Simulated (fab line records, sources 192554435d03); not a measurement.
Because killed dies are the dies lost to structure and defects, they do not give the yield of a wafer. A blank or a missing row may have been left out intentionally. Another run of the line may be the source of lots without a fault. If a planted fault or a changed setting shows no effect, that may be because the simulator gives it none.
Split-lot study -- flow n5Finfet -- 39 wafers read from 7 lots, route of 1938 steps

SPLIT DETAILS
At N5_ZERO_LAYER_DEVELOP_10 (develop time 60 s), the setting developTimeS was moved away from the recipe's 60 s on 12 of the 39 wafers read, by -56.7% to +58.1%. All remaining wafers had this setting at the recipe value.

THE PATH FROM SPLIT TO READING: the file shows 1 step between them
- N5_ZERO_LAYER_HARDBAKE_23: time 120 s

THE READING
Shown in nm: cdNm at N5_ZERO_LAYER_CD_MEAS_11, with target cd 2000 nm. A value of 1998.7 nm with a standard deviation of 2.2 nm is what fault-free wafers of this fab line usually give.

wafer,"tool, chamber at the split","developTimeS as run, s",against the recipe,"cdNm, nm",against lot-mates on the recipe
L074.1,"lithoTrack-04, 0",60,recipe,1996.2,-
L074.2,"lithoTrack-04, 0",60,recipe,2000.7,-
L074.3,"lithoTrack-04, 0",60,recipe,2001.0,-
L074.4,"lithoTrack-04, 0",60,recipe,1999.7,-
L074.5,"lithoTrack-04, 0",60,recipe,2000.5,-
L074.6,"lithoTrack-04, 0",60,recipe,2000.3,-
L075.1,"lithoTrack-04, 0",60,recipe,1999.8,-
L075.2,"lithoTrack-04, 0",60,recipe,2001.0,-
L075.3,"lithoTrack-04, 0",42.23,-29.6%,1995.6,-4.1
L075.4,"lithoTrack-04, 0",60,recipe,1998.4,-
L075.5,"lithoTrack-04, 0",42.23,-29.6%,1995.8,-3.9
L075.6,"lithoTrack-04, 0",42.23,-29.6%,1992.5,-7.2
L077.1,"lithoTrack-05, 0",60,recipe,1998.9,-
L077.2,"lithoTrack-05, 0",60,recipe,1995.4,-
L077.3,"lithoTrack-05, 0",39.54,-34.1%,1987.4,-9.4
L077.4,"lithoTrack-05, 0",39.54,-34.1%,1988.2,-8.6
L077.5,"lithoTrack-05, 0",39.54,-34.1%,1991.1,-5.7
L077.6,"lithoTrack-05, 0",60,recipe,1996.0,-
L080.2,"lithoTrack-01, 0",60,recipe,1996.4,-
L080.4,"lithoTrack-01, 0",60,recipe,1994.5,-
L080.5,"lithoTrack-01, 0",60,recipe,1996.1,-
L082.1,"lithoTrack-01, 0",60,recipe,1998.9,-
L082.2,"lithoTrack-01, 0",60,recipe,1998.8,-
L082.3,"lithoTrack-01, 0",60,recipe,1996.7,-
L082.4,"lithoTrack-01, 0",60,recipe,1998.3,-
L082.5,"lithoTrack-01, 0",60,recipe,2001.6,-
L082.6,"lithoTrack-01, 0",60,recipe,1995.4,-
L086.1,"lithoTrack-01, 0",60,recipe,1999.0,-
L086.2,"lithoTrack-01, 0",25.99,-56.7%,1980.8,-18.0
L086.3,"lithoTrack-01, 0",60,recipe,1997.2,-
L086.4,"lithoTrack-01, 0",60,recipe,2000.1,-
L086.5,"lithoTrack-01, 0",25.99,-56.7%,1982.1,-16.7
L086.6,"lithoTrack-01, 0",25.99,-56.7%,1979.1,-19.7
L093.1,"lithoTrack-01, 0",60,recipe,1999.0,-
L093.2,"lithoTrack-01, 0",94.87,+58.1%,2007.5,+7.5
L093.3,"lithoTrack-01, 0",94.87,+58.1%,2005.6,+5.6
L093.4,"lithoTrack-01, 0",60,recipe,1999.5,-
L093.5,"lithoTrack-01, 0",60,recipe,2001.6,-
L093.6,"lithoTrack-01, 0",94.87,+58.1%,2005.6,+5.6

THE FIT
A straight line over all 39 wafers: cdNm changes by +0.215 nm for each +1% of developTimeS; r = +0.89; the points scatter about the line by 2.9 nm.
The same after taking each lot's own level away (the mean of its wafers on the recipe; 39 wafers): +0.202 nm for each +1%; r = +0.89; scatter 2.7 nm.
That fit puts the effect of the largest move of developTimeS on the reading at 12 nm.
Measured against the standard deviation above, the lots' own levels, which go from 1995.67 to 2000.03 nm, span 2.0 times it.
The two slopes are in agreement: the lot-to-lot level therefore moves the slope only a little.
Check: for one of the wafers moved furthest among these (+58.1%), held out of the fit, the line's prediction against its lot-mates is +11.6 nm. Against them it came out at +7.47 nm.

THE WHOLE CHAIN: every reading that the file lists as answering this split, in the file's order
step,what it does,reading,change (the file's fit),r (the file's)
N5_ZERO_LAYER_CD_MEAS_11,target cd 2000 nm,cdNm,+0.209 nm for each +1% of the setting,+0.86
N5_ZERO_LAYER_DESCUM_16,"chemistry O2, time 7.9 s","ZERO_LAYER.cdNm (the simulator's own value, which no gauge read)",+0.208 nm for each +1% of the setting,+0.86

THE FILE'S OWN FIT
cdNm changes by +0.209 nm for each +1% of developTimeS, r = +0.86.
